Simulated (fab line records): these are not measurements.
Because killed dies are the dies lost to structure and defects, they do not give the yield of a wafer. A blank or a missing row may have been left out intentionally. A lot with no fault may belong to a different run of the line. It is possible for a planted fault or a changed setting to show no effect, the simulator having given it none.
Split-lot experiment	flow n5 finfet	route with 1938 steps; 7 lots, 21 wafers read

## THE SPLIT ITSELF
At N5_BEOL_M12_COAT_65 (time 60 s, resist thk 300 nm), the setting spin rpm was moved away from the recipe's 1500 rpm on 7 of the 21 wafers read, by -10.7% to +6.5%. For the rest of the wafers, this setting stayed at what the recipe calls for.

The reading comes from the split's own step.

## THE READING
SOC_of_BEOL_M12_COAT_65.thk nm (the simulator's own value, which no gauge read), in nm, at N5_BEOL_M12_COAT_65 (time 60 s, resist thk 300 nm). No usual value for it is given in the file. The 14 wafers here that ran the recipe average 299.7 nm, standard deviation 1.1 nm.

wafer	tool, chamber at the split	spin rpm as run, rpm	against the recipe	SOC_of_BEOL_M12_COAT_65.thk nm, nm	against lot-mates on the recipe
L078.1	litho track-04, 0	1500	recipe	299.6	-
L078.4	litho track-04, 0	1500	recipe	299.2	-
L078.6	litho track-04, 0	1500	recipe	299.4	-
L083.1	litho track-04, 0	1500	recipe	298.6	-
L083.2	litho track-04, 0	1340	-10.7%	316.4	+17.8
L083.4	litho track-04, 0	1340	-10.7%	315.8	+17.2
L089.3	litho track-01, 0	1357	-9.5%	315.4	+16.9
L089.4	litho track-01, 0	1500	recipe	299	-
L089.6	litho track-01, 0	1500	recipe	298	-
L090.1	litho track-01, 0	1409	-6.1%	307.4	+8.6
L090.2	litho track-01, 0	1500	recipe	298.8	-
L090.5	litho track-01, 0	1409	-6.1%	308.2	+9.4
L092.2	litho track-01, 0	1500	recipe	298.6	-
L092.5	litho track-01, 0	1500	recipe	299.8	-
L092.6	litho track-01, 0	1546	+3.1%	294.6	-4.6
L096.3	litho track-05, 0	1500	recipe	301.4	-
L096.4	litho track-05, 0	1500	recipe	300.2	-
L096.6	litho track-05, 0	1500	recipe	301.2	-
L097.2	litho track-04, 0	1598	+6.5%	291.2	-10.0
L097.3	litho track-04, 0	1500	recipe	300.8	-
L097.4	litho track-04, 0	1500	recipe	301.6	-

THE FIT
A straight line over all 21 wafers: SOC_of_BEOL_M12_COAT_65.thk nm changes by -1.5 nm for each +1% of spin rpm; r = -0.99; the points scatter about the line by 1.1 nm.
The same after taking each lot's own level away (the mean of its wafers on the recipe; 21 wafers): -1.62 nm for each +1%; r = -1.00; scatter 0.6 nm.
That fit puts the effect of the largest move of spin rpm on the reading at 17 nm.
Measured against the standard deviation above, the lots' own levels, which go from 298.50 to 301.20 nm, span 2.4 times it.
The two slopes are in agreement: the lot-to-lot level therefore moves the slope only a little.
Check: with one of the wafers moved furthest among these (-10.7%) left out of the fit, the line predicts +17.2 nm for it against its lot-mates. Against them it came out at +17.8 nm.

## THESE WAFERS: OTHER SPLITS
Note: prior to the reading, these wafers also went through further splits. Each is held against what the fit with the lots' levels taken away leaves over:
other split on the same wafers	wafers away from the commonest value	r with SOC_of_BEOL_M12_COAT_65.thk nm (lot level and that fit taken away)
N5_BEOL_M9_ILD_DEP_00 time s	8	-0.31
N5_BEOL_M10_TRENCH_ETCH_37 time s	9	-0.19
N5_BEOL_M11_EXPOSE_25 dose mj	4	+0.21
N5_BEOL_M11_ETCH_66 time s	8	+0.27

## THE FILE'S OWN FIT
SOC_of_BEOL_M12_COAT_65.thk nm changes by -1.64 nm for each +1% of spin rpm, r = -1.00.
